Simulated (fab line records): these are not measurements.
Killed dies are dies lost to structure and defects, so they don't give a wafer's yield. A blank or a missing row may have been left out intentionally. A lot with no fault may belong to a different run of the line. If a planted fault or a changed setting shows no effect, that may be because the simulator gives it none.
Which tool is to blame? | flow n5_finfet | 8 lots with 24 wafers sampled at 6 steps, on a route of 1938 steps

## WHAT EACH GAUGE READ, for each wafer
N5_MOL_CONTACT_COAG_CD_MEAS_137 targets a cd of 16 nm.
lot  | measured     | on        | cd_nm (nm)
L745 | day 6 11:20  | cd_sem-01 | 15.3 15.5 15.9
L746 | day 6 14:20  | cd_sem-03 | 15.7 15.8 15.9
L750 | day 7 14:30  | cd_sem-02 | - - -
L751 | day 8 06:00  | cd_sem-02 | - - -
L752 | day 8 08:01  | cd_sem-01 | - - -
L760 | day 10 04:07 | cd_sem-01 | 15.4 15.9 15.5
L761 | day 10 16:56 | cd_sem-01 | 15.5 16.2 15.2
L762 | day 10 20:11 | cd_sem-03 | 15.9 15.8 15.7

## TOOL THAT RAN EACH LOT (tool first, then ch and the chambers of the sampled wafers, then the start)
lot  | N5_MOL_CONTACT_COAG_ETCHBACK_132   | N5_MOL_CONTACT_COAG_ETCH_91        | N5_MOL_CONTACT_COAG_ETCHBACK_135   | N5_MOL_CONTACT_COAG_STRIP_96       | N5_MOL_CONTACT_COAG_STRIP_119
L745 | rie_diel-05 ch 0,1, day 6 10:50    | rie_diel-05 ch 0,1, day 6 10:52    | rie_diel-05 ch 0,1, day 6 10:58    | rie_diel-05 ch 0,1, day 6 11:04    | plasma_asher-01 ch 0,1, day 6 11:11
L746 | rie_diel-04 ch 0,1,2, day 6 13:50  | rie_diel-04 ch 0,1,2, day 6 13:53  | rie_diel-04 ch 0,1,2, day 6 13:58  | rie_diel-04 ch 0,1,2, day 6 14:04  | plasma_asher-01 ch 0,1, day 6 14:11
L750 | rie_diel-05 ch 2,3, day 7 14:01    | rie_diel-05 ch 2,3, day 7 14:02    | rie_diel-05 ch 2,3, day 7 14:08    | rie_diel-05 ch 2,3, day 7 14:14    | plasma_asher-01 ch 0,1, day 7 14:21
L751 | rie_diel-04 ch 0,3, day 8 05:27    | rie_diel-04 ch 0,3, day 8 05:29    | rie_diel-04 ch 0,3, day 8 05:35    | rie_diel-04 ch 0,3, day 8 05:41    | plasma_asher-01 ch 0,1, day 8 05:52
L752 | rie_diel-04 ch 0,2, day 8 07:31    | rie_diel-04 ch 0,2, day 8 07:33    | rie_diel-04 ch 0,2, day 8 07:38    | rie_diel-04 ch 0,2, day 8 07:44    | plasma_asher-02 ch 0,1, day 8 07:52
L760 | rie_diel-04 ch 0,2,3, day 10 03:37 | rie_diel-04 ch 0,2,3, day 10 03:40 | rie_diel-04 ch 0,2,3, day 10 03:45 | rie_diel-04 ch 0,2,3, day 10 03:51 | plasma_asher-01 ch 0,1, day 10 03:58
L761 | rie_diel-05 ch 1,2,3, day 10 16:26 | rie_diel-05 ch 1,2,3, day 10 16:28 | rie_diel-05 ch 1,2,3, day 10 16:34 | rie_diel-05 ch 1,2,3, day 10 16:40 | plasma_asher-02 ch 0,1, day 10 16:49
L762 | rie_diel-05 ch 2,3, day 10 19:41   | rie_diel-05 ch 2,3, day 10 19:43   | rie_diel-05 ch 2,3, day 10 19:48   | rie_diel-05 ch 2,3, day 10 19:54   | plasma_asher-02 ch 0,1, day 10 20:01
- N5_MOL_CONTACT_COAG_ETCHBACK_132: etches SiO2 in CHF3, target depth 10 nm, time 6.7 s.
- N5_MOL_CONTACT_COAG_ETCH_91: etches SOC in N2/H2, target depth 60 nm, overetch 21 nm, time 101.2 s.
- N5_MOL_CONTACT_COAG_ETCHBACK_135: etches SiO2 in CHF3, target depth 25 nm, time 16.7 s.
- N5_MOL_CONTACT_COAG_STRIP_96: strips in N2/H2.
- N5_MOL_CONTACT_COAG_STRIP_119: strips in N2/H2, time 30 s.

## THE ANSWER, worked out from the rows above alone
Rule: what is usual is taken from the lots themselves. The widest of any qualifying gaps counts: lots, ordered by their means at a reading, are off when they make up no more than a third of the lots, leave a main group of 4 or more, and stand apart from it by 3 or more times the standard deviation of that group's means. The tables above print the reading to a certain number of digits; a main group whose means all agree to those digits is not used. A lot without any number at a reading at which 4 lots or more have one is off too. Where the step has rows for the other lots, those lots are counted as sound.
Off at N5_MOL_CONTACT_COAG_CD_MEAS_137 (cd_nm): L750, L751, L752. Without a number there: L750, L751, L752. Mean 15.7 nm and standard deviation 0.1 in the main group.
If a tool, at a process step before that reading, ran all the lots that are off and no sound lot after the first of them, it fits. The gauges at N5_MOL_CONTACT_COAG_CD_MEAS_137 are tried like those tools. Not one of the candidates tried fits.

## WHAT THE SIMULATOR HAD PUT IN
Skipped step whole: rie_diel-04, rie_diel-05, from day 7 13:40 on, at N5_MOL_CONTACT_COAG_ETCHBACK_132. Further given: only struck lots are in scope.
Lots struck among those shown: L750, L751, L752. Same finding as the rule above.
